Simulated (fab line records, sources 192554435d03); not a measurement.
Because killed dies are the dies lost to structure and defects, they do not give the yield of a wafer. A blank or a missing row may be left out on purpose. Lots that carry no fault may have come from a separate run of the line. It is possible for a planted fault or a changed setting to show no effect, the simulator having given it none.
fab line records + flow n5_finfet + part 2 of 2: steps 25 to 38 of 38
record
- lots=5
- wafers=15
- last_day=17
route steps=1938 shown BEOL_M7@1309 BEOL_M8@1332
lots that met no fault: taken from a fault-free run of the same line
start_h: the number of hours between the record's first day and the start of the first shown wafer of the lot + wait_h: hours elapsed since this lot's preceding step + " same as the row above + L1.1+2: a row that stands for several wafers + - no value present, or no start provided + * or withheld: withheld + < > ~ a bound
route shown NAME@n: NAME is a module with steps in the file, n the number in the route of the first one + usual: average and standard deviation across the fault-free wafers + same: alike in all rows + chamber/n: place in a boat + sites: readings site by site + _std_site: their standard deviation + _edge_site: the outer-site mean with the inner-site mean subtracted + radius_mm: how far each site lies from the wafer's centre + mask NAME#n: copy n + behind: tool/chamber where the wafer was last shaped + hold: why the lot was held/for how many hours/how that ended + device: which transistor (n, p or np) failed to switch + end of line: the route-end tests of the same wafers + a step without rows: its recipe alone + killed: not the wafer's yield, but the dies lost to structure and defects at the first sort + map: per-die view of a wafer (x killed, . not killed, _ where there is no die)
set.NAME: setting as actually run; set.NAME@STEP: the setting as run at that earlier step + model.NAME: the simulator's own value behind a step, which no gauge read
lots at selected steps of the route; one table per step, one row per wafer
services: when a tool's chamber went out of use (start_h, in hours from the record's first day, below 0 if earlier), for how many hours, and the reason
## steps
# step N5_BEOL_M8_CURE_74
# recipe
- temp_c=385
- time_s=240
- ambient=He/Ar
- material=SiCOH_lowk
# usual
- lamp_power_pct=52.31/0.056
- wafer_temp_C_max=386.8/0.62
| lot.wafer | tool       | chamber | start_h | wait_h | lamp_power_pct | wafer_temp_C_max |
|-----------|------------|---------|---------|--------|----------------|------------------|
| L081.1    | uv_cure-03 | 2       | 245.43  | 0.1    | 52.32          | 387.1            |
| L081.4    | "          | 2       | "       | "      | 52.33          | 386.8            |
| L081.6    | "          | 2       | "       | "      | 52.34          | 388.0            |
| L083.1    | uv_cure-01 | 1       | 267.39  | 0.3    | 52.21          | 386.7            |
| L083.2    | "          | 1       | "       | "      | 52.28          | 385.8            |
| L083.6    | "          | 1       | "       | "      | 52.25          | 386.5            |
| L086.4    | uv_cure-02 | 0       | 287.29  | 0.3    | 52.43          | 387.6            |
| L086.5    | "          | 0       | "       | "      | 52.30          | 388.2            |
| L086.6    | "          | 0       | "       | "      | 52.30          | 388.0            |
| L085.2    | uv_cure-01 | 2       | 294.51  | 0.1    | 52.28          | 386.2            |
| L085.3    | "          | 2       | "       | "      | 52.29          | 386.6            |
| L085.5    | "          | 2       | "       | "      | 52.35          | 386.1            |
| L089.1    | uv_cure-01 | 2       | 321.81  | 0.0    | 52.29          | 385.8            |
| L089.4    | "          | 2       | "       | "      | 52.29          | 386.0            |
| L089.5    | "          | 2       | "       | "      | 52.34          | 386.2            |
# step N5_BEOL_M8_THK_MEAS_01
# recipe
- reads=SiCOH_lowk_of_BEOL_M8_ILD_DEP_00
# usual
- M8_ILD_THK=156.2/2.3
| lot.wafer | tool          | chamber | start_h | wait_h | M8_ILD_THK[nm] |
|-----------|---------------|---------|---------|--------|----------------|
| L081.1    | film_metro-02 | -       | 245.94  | 0.4    | 152.4          |
| L081.4    | "             | -       | "       | "      | 154.3          |
| L081.6    | "             | -       | "       | "      | 153.8          |
| L083.1    | film_metro-02 | -       | 267.91  | 0.4    | 154.9          |
| L083.2    | "             | -       | "       | "      | 158.0          |
| L083.6    | "             | -       | "       | "      | 156.3          |
| L086.4    | film_metro-02 | -       | 287.56  | 0.2    | 156.4          |
| L086.5    | "             | -       | "       | "      | 156.7          |
| L086.6    | "             | -       | "       | "      | 158.1          |
| L085.2    | film_metro-02 | -       | 294.94  | 0.4    | 157.7          |
| L085.3    | "             | -       | "       | "      | 157.0          |
| L085.5    | "             | -       | "       | "      | 160.0          |
| L089.1    | film_metro-01 | -       | 322.32  | 0.4    | 157.5          |
| L089.4    | "             | -       | "       | "      | 159.4          |
| L089.5    | "             | -       | "       | "      | 159.6          |
# step N5_BEOL_M8_PECVD_70
# recipe
- material=SiO2
- target_thk_a=200
- temp_c=400
- precursor=TEOS/O2
- pressure_torr=5.5
- rf_w=450
- teos_flow_sccm=53.8
- gas=O2
- flow_sccm=3000
- time_s=22.7
# usual
- heater_power_w=768/99
- showerhead_plenum_p_Torr=8.79/0.084
- throttle_valve_pct=22.1/0.77
| lot.wafer | tool     | chamber | start_h | wait_h | heater_power_w | showerhead_plenum_p_Torr | throttle_valve_pct |
|-----------|----------|---------|---------|--------|----------------|--------------------------|--------------------|
| L081.1    | pecvd-01 | 0       | 245.98  | 0.0    | 739            | 8.75                     | 22.8               |
| L081.4    | "        | 2       | "       | "      | 799            | 8.64                     | 21.8               |
| L081.6    | "        | 2       | "       | "      | 851            | 8.61                     | 21.8               |
| L083.1    | pecvd-01 | 1       | 267.94  | 0.0    | 561            | 8.83                     | 24.8               |
| L083.2    | "        | 2       | "       | "      | 845            | 8.62                     | 21.6               |
| L083.6    | "        | 0       | "       | "      | 737            | 8.72                     | 22.5               |
| L086.4    | pecvd-03 | 2       | 287.62  | 0.1    | 915            | 8.86                     | 21.2               |
| L086.5    | "        | 1       | "       | "      | 795            | 8.78                     | 21.4               |
| L086.6    | "        | 0       | "       | "      | 707            | 8.75                     | 21.5               |
| L085.2    | pecvd-03 | 1       | 294.98  | 0.0    | 888            | 8.74                     | 21.2               |
| L085.3    | "        | 2       | "       | "      | 854            | 8.86                     | 21.4               |
| L085.5    | "        | 0       | "       | "      | 699            | 8.73                     | 21.6               |
| L089.1    | pecvd-01 | 2       | 322.36  | 0.0    | 853            | 8.62                     | 21.9               |
| L089.4    | "        | 0       | "       | "      | 627            | 8.73                     | 23.0               |
| L089.5    | "        | 1       | "       | "      | 586            | 8.79                     | 24.5               |
# step N5_BEOL_M8_HM_DEP_02
# recipe
- material=TiN
- target_thk_a=200
- temp_c=25
- chamber_pressure_pa=0.49996
# usual
- throttle_valve_pct=30.2/0.73
| lot.wafer | tool           | chamber | start_h | wait_h | throttle_valve_pct |
|-----------|----------------|---------|---------|--------|--------------------|
| L081.1    | pvd_sputter-03 | -       | 246.95  | 1.0    | 30.0               |
| L081.4    | "              | -       | "       | "      | 29.4               |
| L081.6    | "              | -       | "       | "      | 29.2               |
| L083.1    | pvd_sputter-03 | -       | 269.69  | 1.7    | 30.4               |
| L083.2    | "              | -       | "       | "      | 29.7               |
| L083.6    | "              | -       | "       | "      | 30.4               |
| L086.4    | pvd_sputter-03 | -       | 287.66  | 0.0    | 29.8               |
| L086.5    | "              | -       | "       | "      | 30.0               |
| L086.6    | "              | -       | "       | "      | 29.3               |
| L085.2    | pvd_sputter-02 | -       | 296.26  | 1.3    | 30.0               |
| L085.3    | "              | -       | "       | "      | 31.8               |
| L085.5    | "              | -       | "       | "      | 29.9               |
| L089.1    | pvd_sputter-03 | -       | 322.80  | 0.4    | 29.6               |
| L089.4    | "              | -       | "       | "      | 29.2               |
| L089.5    | "              | -       | "       | "      | 29.8               |
# step N5_BEOL_M8_COAT_59
# recipe
- resist=SOC
- temp_c=250
- time_s=60
- spin_rpm=1500
- resist_thk_nm=100
| lot.wafer  | tool           | chamber | start_h | wait_h |
|------------|----------------|---------|---------|--------|
| L081.1+4+6 | litho_track-03 | 0       | 247.08  | 0.1    |
| L083.1+2+6 | litho_track-01 | 0       | 269.82  | 0.1    |
| L086.4+5+6 | litho_track-04 | 0       | 287.78  | 0.1    |
| L085.2+3+5 | litho_track-03 | 0       | 296.38  | 0.1    |
| L089.1+4+5 | litho_track-01 | 0       | 322.93  | 0.1    |
# step N5_BEOL_M8_COAT_60
# recipe
- resist=SiARC
- temp_c=220
- time_s=60
- spin_rpm=1500
- resist_thk_nm=35
| lot.wafer  | tool           | chamber | start_h | wait_h |
|------------|----------------|---------|---------|--------|
| L081.1+4+6 | litho_track-03 | 0       | -       | -      |
| L083.1+2+6 | litho_track-01 | 0       | -       | -      |
| L086.4+5+6 | litho_track-04 | 0       | -       | -      |
| L085.2+3+5 | litho_track-03 | 0       | -       | -      |
| L089.1+4+5 | litho_track-01 | 0       | -       | -      |
# step N5_BEOL_M8_COAT_05
# recipe
- resist=CAR-ArF
- spin_rpm=1500
- resist_thk_nm=90
| lot.wafer  | tool           | chamber | start_h | wait_h |
|------------|----------------|---------|---------|--------|
| L081.1+4+6 | litho_track-03 | 0       | -       | -      |
| L083.1+2+6 | litho_track-01 | 0       | -       | -      |
| L086.4+5+6 | litho_track-04 | 0       | -       | -      |
| L085.2+3+5 | litho_track-03 | 0       | -       | -      |
| L089.1+4+5 | litho_track-01 | 0       | -       | -      |
# step N5_BEOL_M8_EBR_07
# recipe
- solvent=PGMEA
- ebr_width_mm=1.5
| lot.wafer  | tool           | chamber | start_h | wait_h |
|------------|----------------|---------|---------|--------|
| L081.1+4+6 | litho_track-03 | 0       | -       | -      |
| L083.1+2+6 | litho_track-01 | 0       | -       | -      |
| L086.4+5+6 | litho_track-04 | 0       | -       | -      |
| L085.2+3+5 | litho_track-03 | 0       | -       | -      |
| L089.1+4+5 | litho_track-01 | 0       | -       | -      |
# step N5_BEOL_M8_SOFTBAKE_06
# recipe
- temp_c=110
- time_s=60
- resist=CAR-ArF
| lot.wafer  | tool           | chamber | start_h | wait_h |
|------------|----------------|---------|---------|--------|
| L081.1+4+6 | litho_track-03 | 0       | -       | -      |
| L083.1+2+6 | litho_track-01 | 0       | -       | -      |
| L086.4+5+6 | litho_track-04 | 0       | -       | -      |
| L085.2+3+5 | litho_track-03 | 0       | -       | -      |
| L089.1+4+5 | litho_track-01 | 0       | -       | -      |
# step N5_BEOL_M8_EXPOSE_08
# recipe
- mask_id=M8
- na=1.35
- source_shape=dipole
- sigma_inner=0.817
- sigma_outer=0.97
- polarization=te
- dose_mj=68.25
| lot.wafer  | tool            | chamber | start_h | wait_h | mask |
|------------|-----------------|---------|---------|--------|------|
| L081.1+4+6 | arfi_scanner-01 | 0       | 247.32  | -      | M8#0 |
| L083.1+2+6 | arfi_scanner-01 | 0       | 269.94  | -      | M8#0 |
| L086.4+5+6 | arfi_scanner-01 | 0       | 288.05  | -      | M8#0 |
| L085.2+3+5 | arfi_scanner-03 | 0       | 296.51  | -      | M8#0 |
| L089.1+4+5 | arfi_scanner-02 | 0       | 323.17  | -      | M8#0 |
# step N5_BEOL_M8_PEB_09
# recipe
- peb_temp_c=withheld
- peb_time_s=60
- resist=CAR-ArF
| lot.wafer  | tool           | chamber | start_h | wait_h |
|------------|----------------|---------|---------|--------|
| L081.1+4+6 | litho_track-01 | 0       | 247.38  | 0.1    |
| L083.1+2+6 | litho_track-01 | 0       | 270.00  | 0.1    |
| L086.4+5+6 | litho_track-01 | 0       | 288.09  | 0.0    |
| L085.2+3+5 | litho_track-03 | 0       | 296.56  | 0.0    |
| L089.1+4+5 | litho_track-04 | 0       | 323.23  | 0.1    |
# step N5_BEOL_M8_DEVELOP_10
# recipe
- develop_time_s=30
- developer=TMAH
- resist=CAR-ArF
- rinse_liquid=diw
- dry=air_spin
- dev_temp_c=23
| lot.wafer  | tool           | chamber | start_h | wait_h |
|------------|----------------|---------|---------|--------|
| L081.1+4+6 | litho_track-01 | 0       | -       | -      |
| L083.1+2+6 | litho_track-01 | 0       | -       | -      |
| L086.4+5+6 | litho_track-01 | 0       | -       | -      |
| L085.2+3+5 | litho_track-03 | 0       | -       | -      |
| L089.1+4+5 | litho_track-04 | 0       | -       | -      |
# step N5_BEOL_M8_CD_MEAS_11
# recipe
- target_cd_nm=38.5
- landing_energy_ev=500
- detector=se_inlens
- polarity=opening
# usual
- cd_nm=38.4/0.57
| lot.wafer | tool      | chamber | start_h | wait_h | cd_nm |
|-----------|-----------|---------|---------|--------|-------|
| L081.1    | cd_sem-02 | 0       | 247.45  | -      | 38.5  |
| L081.4    | "         | 0       | "       | "      | 39.0  |
| L081.6    | "         | 0       | "       | "      | 38.5  |
| L083.1    | cd_sem-01 | 0       | 270.07  | -      | 39.3  |
| L083.2    | "         | 0       | "       | "      | 37.9  |
| L083.6    | "         | 0       | "       | "      | 38.4  |
| L086.4    | cd_sem-02 | 0       | 288.16  | -      | 38.8  |
| L086.5    | "         | 0       | "       | "      | 39.7  |
| L086.6    | "         | 0       | "       | "      | 38.2  |
| L085.2    | cd_sem-02 | 0       | 296.63  | -      | 39.2  |
| L085.3    | "         | 0       | "       | "      | 39.1  |
| L085.5    | "         | 0       | "       | "      | 38.9  |
| L089.1    | cd_sem-02 | 0       | 323.30  | -      | 37.6  |
| L089.4    | "         | 0       | "       | "      | 37.5  |
| L089.5    | "         | 0       | "       | "      | 37.4  |
# step N5_BEOL_M8_OVL_MEAS_12
# recipe
- points_per_wafer=44
# usual
- M8_OVL=0.3/0.75
| lot.wafer | tool       | chamber | start_h | wait_h | M8_OVL[nm] |
|-----------|------------|---------|---------|--------|------------|
| L081.1    | overlay-02 | 0       | 247.51  | 0.1    | -1.0       |
| L081.4    | "          | 0       | "       | "      | -0.6       |
| L081.6    | "          | 0       | "       | "      | -0.5       |
| L083.1    | overlay-02 | 0       | 270.11  | 0.0    | 0.6        |
| L083.2    | "          | 0       | "       | "      | 0.3        |
| L083.6    | "          | 0       | "       | "      | 1.3        |
| L086.4    | overlay-02 | 0       | 288.19  | 0.0    | 1.5        |
| L086.5    | "          | 0       | "       | "      | -0.2       |
| L086.6    | "          | 0       | "       | "      | 1.4        |
| L085.2    | overlay-02 | 0       | 296.66  | 0.0    | 0.8        |
| L085.3    | "          | 0       | "       | "      | 0.2        |
| L085.5    | "          | 0       | "       | "      | -0.2       |
| L089.1    | overlay-02 | 0       | 323.33  | 0.0    | 0.6        |
| L089.4    | "          | 0       | "       | "      | 0.8        |
| L089.5    | "          | 0       | "       | "      | -0.4       |
## services
| tool            | chamber | start_h | hours | kind   |
|-----------------|---------|---------|-------|--------|
| arfi_scanner-01 | -       | 219.01  | 0.9   | repair |
| rie_diel-01     | 0       | 223.37  | 15.1  | repair |
| pecvd-03        | 0       | 228.65  | 2.3   | repair |
| pecvd-02        | 1       | 230.84  | 14.9  | repair |
| rie_diel-01     | 3       | 232.64  | 22.4  | repair |
| pecvd-01        | 1       | 233.56  | 22.8  | repair |
| cmp-03          | -       | 240.10  | 2.5   | repair |
| rie_diel-03     | -       | 244.35  | 28.1  | pm     |
| arfi_scanner-01 | -       | 258.45  | 1.0   | pm     |
| ald_metal-04    | -       | 269.51  | 0.6   | repair |
| arfi_scanner-01 | -       | 272.43  | 1.3   | pm     |
| uv_cure-03      | -       | 273.94  | 0.3   | repair |
| rie_diel-03     | -       | 274.37  | 14.6  | pm     |
| cmp-03          | -       | 275.77  | 1.4   | repair |
| arfi_scanner-01 | -       | 280.82  | 1.0   | pm     |
| cmp-03          | -       | 289.77  | 4.0   | pm     |
| cvd_co-02       | 1       | 296.24  | 10.8  | repair |
| arfi_scanner-01 | -       | 296.93  | 0.8   | pm     |
| pecvd-02        | -       | 298.47  | 2.8   | pm     |
| cmp-03          | -       | 300.11  | 0.2   | repair |
| wet_bench-05    | -       | 302.14  | 1.5   | repair |
| rie_diel-03     | -       | 302.43  | 0.1   | repair |
| rie_diel-01     | -       | 311.69  | 0.4   | repair |
| uv_cure-03      | -       | 312.76  | 7.5   | pm     |
